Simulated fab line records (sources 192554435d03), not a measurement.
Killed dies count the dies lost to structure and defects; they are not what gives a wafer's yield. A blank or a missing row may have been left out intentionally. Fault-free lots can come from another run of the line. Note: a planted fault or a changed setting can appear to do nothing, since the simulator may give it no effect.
fab line records | flow n5-finfet | part 2 of 2: steps 20 to 28 of 28
[record] lots = 5 | wafers = 15 | last-day = 17
route steps=1938 shown BEOL_M15@1773
lots that met no fault: taken from a fault-free run of the same line
start-h: hours from the record's first day to the start of the lot's first wafer shown | wait-h: hours from the lot's prior step to this one | " identical to the entry in the row above | L1.1+2: one row covering several wafers at once | - no value, or no start was given | * or withheld: withheld | < > ~ a bound
route shown NAME@n: a module of which the file shows steps, and the number in the route of the first | usual: mean/standard deviation of fault-free wafers | same: alike in all rows | chamber/n: place in a boat | sites: readings site by site | _std_site: standard deviation across them | _edge_site: outer sites' mean less inner sites' | radius-mm: how far each site lies from the wafer's centre | mask NAME#n: copy n | behind: the most recent tool/chamber to have shaped the wafer | hold: the reason the lot was held/the length of the hold in hours/how it ended | device: which transistor (n, p or np) failed to switch | end of line: the same wafers' tests at the end of the route | a step with no rows: only its recipe | killed: count of dies lost to structure and defects at first sort (not the wafer's yield) | map: dies across one wafer; x = killed, . = not, _ = none there
set.NAME: the setting the step ran with; set.NAME@STEP: the setting that earlier step ran with | model.NAME: the simulator's own value behind a step, which no gauge read
lots at some steps of the route; a table a step, a row a wafer
services: the hour from which a tool's chamber was out of use, counted from the record's first day as start-h (under 0 if before that day), plus the number of hours and why
[[steps]]
[step N5_BEOL_M15_SRD_66]
[recipe] time-s = 30 | temp-c = 23 | rinse-liquid = diw | dry = n2-spin | spin-rpm = 1500 | dry-time-s = 30
lot.wafer  | tool         | chamber | start-h | wait-h
L075.2+4+6 | wet-bench-01 | 6,5,2   | 256.60  | 0.0
L080.1+4+5 | wet-bench-04 | 2,5,3   | 294.50  | 0.0
L082.1+4+6 | wet-bench-06 | 7,4,5   | 297.64  | 0.0
L088.1+4+6 | wet-bench-06 | 3,6,5   | 333.81  | 0.0
L096.1+2+3 | wet-bench-04 | 2,5,4   | 382.65  | 0.0
[step N5_BEOL_M15_CD_MEAS_17]
[recipe] target-cd-nm = 360 | polarity = opening
[usual] cd-nm = 361.9/2.3
lot.wafer | tool      | chamber | start-h | wait-h | cd-nm
L075.2    | cd-sem-01 | -       | 256.64  | 0.0    | 358.7
L075.4    | "         | -       | "       | "      | 359.2
L075.6    | "         | -       | "       | "      | 364.8
L080.1    | cd-sem-03 | -       | 294.54  | 0.0    | 363.9
L080.4    | "         | -       | "       | "      | 362.9
L080.5    | "         | -       | "       | "      | 363.7
L082.1    | cd-sem-03 | -       | 297.68  | 0.0    | 366.3
L082.4    | "         | -       | "       | "      | 365.1
L082.6    | "         | -       | "       | "      | 364.8
L088.1    | cd-sem-03 | -       | 333.86  | 0.0    | 361.2
L088.4    | "         | -       | "       | "      | 362.8
L088.6    | "         | -       | "       | "      | 362.2
L096.1    | cd-sem-02 | -       | 382.69  | 0.0    | 360.1
L096.2    | "         | -       | "       | "      | 360.0
L096.3    | "         | -       | "       | "      | 363.0
[step N5_BEOL_M15_COAT_56]
[recipe] resist = SOC | temp-c = 250 | time-s = 60 | spin-rpm = 1500 | resist-thk-nm = 550
[usual] dispense-pressure-kPa = 50/5.2 | exhaust-pa = 45.0/0.83 | heater-power-total-W = 500.6/1.7
lot.wafer | tool           | chamber | start-h | wait-h | dispense-pressure-kPa | exhaust-pa | heater-power-total-W
L075.2    | litho-track-03 | 0       | 256.68  | 0.0    | 54                    | 45.0       | 497.4
L075.4    | "              | 0       | "       | "      | 54                    | 47.3       | 500.1
L075.6    | "              | 0       | "       | "      | 54                    | 45.1       | 501.8
L080.1    | litho-track-03 | 0       | 294.58  | 0.0    | 54                    | 45.0       | 498.0
L080.4    | "              | 0       | "       | "      | 54                    | 45.7       | 502.9
L080.5    | "              | 0       | "       | "      | 54                    | 44.9       | 499.3
L082.1    | litho-track-05 | 0       | 297.71  | 0.0    | 43                    | 44.3       | 501.6
L082.4    | "              | 0       | "       | "      | 43                    | 44.2       | 498.7
L082.6    | "              | 0       | "       | "      | 43                    | 44.6       | 503.1
L088.1    | litho-track-05 | 0       | 333.89  | 0.0    | 43                    | 44.6       | 497.8
L088.4    | "              | 0       | "       | "      | 43                    | 45.7       | 498.7
L088.6    | "              | 0       | "       | "      | 43                    | 44.3       | 502.2
L096.1    | litho-track-03 | 0       | 382.73  | 0.0    | 54                    | 43.4       | 503.4
L096.2    | "              | 0       | "       | "      | 54                    | 44.5       | 499.5
L096.3    | "              | 0       | "       | "      | 54                    | 43.6       | 500.0
[step N5_BEOL_M15_ETCH_57]
[recipe] chemistry = N2/H2 | target = SOC | source-w = 3000 | bias-w = 350 | time-s = 750 | ion-energy-ev = 200 | pressure-mtorr = 30 | n2-flow-sccm = 200 | h2-flow-sccm = 200
[usual] drypump-motor-current-A = 5.9/0.43 | oes-product-au = 0.74/0.089 | rf-fwd-power-W = 2998/9.6 | rf-vpp-V = 524.6/2.7 | showerhead-plenum-p-Torr = 2.56/0.095 | throttle-valve-pct = 17.77/0.14
lot.wafer | tool        | chamber | start-h | wait-h | drypump-motor-current-A | oes-product-au | rf-fwd-power-W | rf-hours-counter-h | rf-vpp-V | showerhead-plenum-p-Torr | throttle-valve-pct
L075.2    | rie-diel-03 | 3       | 256.76  | -      | 5.3                     | 0.71           | 3011           | 198                | 520.7    | 2.40                     | 17.88
L075.4    | "           | 0       | "       | "      | 5.9                     | 0.98           | 3002           | 2                  | 529.1    | 2.71                     | 17.49
L075.6    | "           | 2       | "       | "      | 5.3                     | 0.70           | 3003           | -                  | 524.8    | 2.52                     | 17.79
L080.1    | rie-diel-04 | 0       | 294.69  | -      | 6.3                     | 0.69           | 2988           | 248                | 521.1    | 2.38                     | 18.04
L080.4    | "           | 2       | "       | "      | 5.4                     | 0.73           | 2991           | 180                | 523.4    | 2.52                     | 17.75
L080.5    | "           | 2       | "       | "      | 5.5                     | 0.73           | 2989           | -                  | 522.6    | 2.52                     | 17.76
L082.1    | rie-diel-04 | 2       | 297.79  | -      | 5.4                     | 0.72           | 2994           | 181                | 522.9    | 2.52                     | 17.75
L082.4    | "           | 0       | "       | "      | 6.4                     | 0.69           | 2987           | 249                | 520.1    | 2.38                     | 18.04
L082.6    | "           | 3       | "       | "      | 6.0                     | 0.67           | 3008           | -                  | 525.6    | 2.62                     | 17.66
L088.1    | rie-diel-03 | 1       | 333.96  | -      | 6.5                     | 0.68           | 3007           | 232                | 523.6    | 2.50                     | 17.86
L088.4    | "           | 1       | "       | "      | 6.5                     | 0.68           | 3002           | -                  | 521.6    | 2.50                     | 17.87
L088.6    | "           | 0       | "       | "      | 5.9                     | 0.89           | 2993           | -                  | 529.9    | 2.70                     | 17.52
L096.1    | rie-diel-04 | 0       | 382.79  | -      | 6.3                     | 0.94           | 3009           | 18                 | 528.4    | 2.69                     | 17.63
L096.2    | "           | 1       | "       | "      | 6.1                     | 0.68           | 2983           | 221                | 524.9    | 2.62                     | 17.94
L096.3    | "           | 2       | "       | "      | 5.4                     | 0.70           | 2990           | 208                | 524.0    | 2.51                     | 17.81
[step N5_BEOL_M15_COAT_60]
[recipe] resist = BARC | temp-c = 205 | time-s = 60 | spin-rpm = 1500 | resist-thk-nm = 89
[usual] dispense-pressure-kPa = 48/5.4 | exhaust-pa = 44.8/0.86 | heater-power-total-W = 391.6/1.3
lot.wafer | tool           | chamber | start-h | wait-h | dispense-pressure-kPa | exhaust-pa | heater-power-total-W
L075.2    | litho-track-05 | 0       | 257.26  | 0.3    | 43                    | 44.5       | 391.8
L075.4    | "              | 0       | "       | "      | 43                    | 44.1       | 391.6
L075.6    | "              | 0       | "       | "      | 43                    | 43.2       | 389.8
L080.1    | litho-track-05 | 0       | 295.19  | 0.3    | 43                    | 47.5       | 393.9
L080.4    | "              | 0       | "       | "      | 43                    | 45.0       | 389.7
L080.5    | "              | 0       | "       | "      | 43                    | 45.8       | 391.3
L082.1    | litho-track-05 | 0       | 298.29  | 0.3    | 43                    | 44.8       | 391.7
L082.4    | "              | 0       | "       | "      | 43                    | 44.9       | 392.5
L082.6    | "              | 0       | "       | "      | 43                    | 45.2       | 391.4
L088.1    | litho-track-02 | 0       | 334.46  | 0.3    | 53                    | 44.2       | 391.5
L088.4    | "              | 0       | "       | "      | 53                    | 45.2       | 391.6
L088.6    | "              | 0       | "       | "      | 53                    | 43.8       | 390.0
L096.1    | litho-track-02 | 0       | 383.30  | 0.3    | 53                    | 46.0       | 391.9
L096.2    | "              | 0       | "       | "      | 53                    | 45.5       | 390.2
L096.3    | "              | 0       | "       | "      | 53                    | 44.8       | 393.9
[step N5_BEOL_M15_COAT_22]
[recipe] spin-rpm = 1704 | resist-thk-nm = 800
[usual] dispense-pressure-kPa = 48/5.4 | exhaust-pa = 45.2/0.83
lot.wafer | tool           | chamber | start-h | wait-h | dispense-pressure-kPa | exhaust-pa
L075.2    | litho-track-05 | 0       | -       | -      | 43                    | 44.4
L075.4    | "              | 0       | "       | "      | 43                    | 46.0
L075.6    | "              | 0       | "       | "      | 43                    | 44.9
L080.1    | litho-track-05 | 0       | -       | -      | 43                    | 45.1
L080.4    | "              | 0       | "       | "      | 43                    | 45.4
L080.5    | "              | 0       | "       | "      | 43                    | 45.6
L082.1    | litho-track-05 | 0       | -       | -      | 43                    | 45.7
L082.4    | "              | 0       | "       | "      | 43                    | 46.3
L082.6    | "              | 0       | "       | "      | 43                    | 45.8
L088.1    | litho-track-02 | 0       | -       | -      | 53                    | 46.6
L088.4    | "              | 0       | "       | "      | 52                    | 45.4
L088.6    | "              | 0       | "       | "      | 53                    | 44.6
L096.1    | litho-track-02 | 0       | -       | -      | 53                    | 45.7
L096.2    | "              | 0       | "       | "      | 53                    | 46.7
L096.3    | "              | 0       | "       | "      | 53                    | 45.5
[step N5_BEOL_M15_EBR_24]
[recipe] solvent = PGMEA | ebr-width-mm = 1.5
[usual] exhaust-pa = 44.9/0.85
lot.wafer | tool           | chamber | start-h | wait-h | exhaust-pa
L075.2    | litho-track-05 | 0       | -       | -      | 44.2
L075.4    | "              | 0       | "       | "      | 44.0
L075.6    | "              | 0       | "       | "      | 44.2
L080.1    | litho-track-05 | 0       | -       | -      | 45.0
L080.4    | "              | 0       | "       | "      | 45.4
L080.5    | "              | 0       | "       | "      | 44.4
L082.1    | litho-track-05 | 0       | -       | -      | 46.8
L082.4    | "              | 0       | "       | "      | 45.2
L082.6    | "              | 0       | "       | "      | 46.7
L088.1    | litho-track-02 | 0       | -       | -      | 44.3
L088.4    | "              | 0       | "       | "      | 43.7
L088.6    | "              | 0       | "       | "      | 43.9
L096.1    | litho-track-02 | 0       | -       | -      | 45.3
L096.2    | "              | 0       | "       | "      | 44.4
L096.3    | "              | 0       | "       | "      | 45.1
[step N5_BEOL_M15_SOFTBAKE_23]
[recipe] temp-c = 130 | time-s = 60
[usual] exhaust-pa = 45.1/0.94 | heater-power-total-W = 218.7/1.6
lot.wafer | tool           | chamber | start-h | wait-h | exhaust-pa | heater-power-total-W
L075.2    | litho-track-05 | 0       | -       | -      | 44.7       | 217.4
L075.4    | "              | 0       | "       | "      | 46.6       | 220.7
L075.6    | "              | 0       | "       | "      | 43.9       | 217.1
L080.1    | litho-track-05 | 0       | -       | -      | 44.7       | 218.2
L080.4    | "              | 0       | "       | "      | 44.4       | 216.3
L080.5    | "              | 0       | "       | "      | 44.9       | 220.2
L082.1    | litho-track-05 | 0       | -       | -      | 45.8       | 217.5
L082.4    | "              | 0       | "       | "      | 44.4       | 216.4
L082.6    | "              | 0       | "       | "      | 45.7       | 220.9
L088.1    | litho-track-02 | 0       | -       | -      | 45.5       | 219.3
L088.4    | "              | 0       | "       | "      | 44.6       | 218.4
L088.6    | "              | 0       | "       | "      | 45.8       | 220.7
L096.1    | litho-track-02 | 0       | -       | -      | 44.0       | 220.7
L096.2    | "              | 0       | "       | "      | 44.5       | 221.0
L096.3    | "              | 0       | "       | "      | 44.8       | 221.1
[step N5_BEOL_M15_EXPOSE_25]
[recipe] mask-id = M15 | na = 0.8 | source-shape = annular | sigma-inner = 0.5 | sigma-outer = 0.8 | polarization = unpolarized | target-cd-nm = 400 | dose-mj = 35.5
lot.wafer  | tool           | chamber | start-h | wait-h | mask
L075.2+4+6 | krf-scanner-02 | 0       | 257.36  | -      | M15#0
L080.1+4+5 | krf-scanner-01 | 0       | 295.29  | -      | M15#0
L082.1+4+6 | krf-scanner-02 | 0       | 298.52  | -      | M15#0
L088.1+4+6 | krf-scanner-01 | 0       | 334.56  | -      | M15#0
L096.1+2+3 | krf-scanner-02 | 0       | 383.39  | -      | M15#0
[[services]]
tool           | chamber | start-h | hours | kind
krf-scanner-01 | -       | 238.14  | 4.0   | pm
krf-scanner-02 | -       | 244.30  | 1.0   | pm
pecvd-01       | 2       | 247.92  | 5.4   | repair
rie-diel-04    | 2       | 248.97  | 8.5   | repair
rie-diel-02    | 3       | 249.69  | 7.0   | repair
krf-scanner-02 | -       | 273.11  | 1.3   | pm
pecvd-01       | 0       | 278.24  | 12.8  | repair
krf-scanner-01 | -       | 282.13  | 1.0   | pm
krf-scanner-01 | -       | 299.88  | 2.2   | repair
rie-diel-04    | 0       | 303.73  | -     | clean
rie-diel-04    | 0       | 303.73  | -     | consumable-replace:focus-ring
rie-diel-04    | 0       | 303.73  | -     | consumable-replace:showerhead
rie-diel-04    | 0       | 303.73  | 17.6  | scheduled-down
pecvd-02       | -       | 308.21  | 5.5   | pm
rie-diel-04    | 2       | 316.38  | 2.4   | repair
krf-scanner-02 | -       | 323.54  | 0.8   | pm
krf-scanner-02 | -       | 326.94  | 36.0  | pm
rie-diel-02    | 1       | 327.06  | 13.8  | repair
rie-diel-03    | 2       | 333.27  | 7.1   | repair
krf-scanner-01 | -       | 345.47  | 9.0   | repair
rie-diel-03    | 3       | 347.79  | 18.3  | repair
krf-scanner-01 | -       | 362.95  | 1.3   | pm
krf-scanner-01 | -       | 367.00  | 0.8   | pm
pecvd-02       | -       | 375.70  | 1.7   | repair
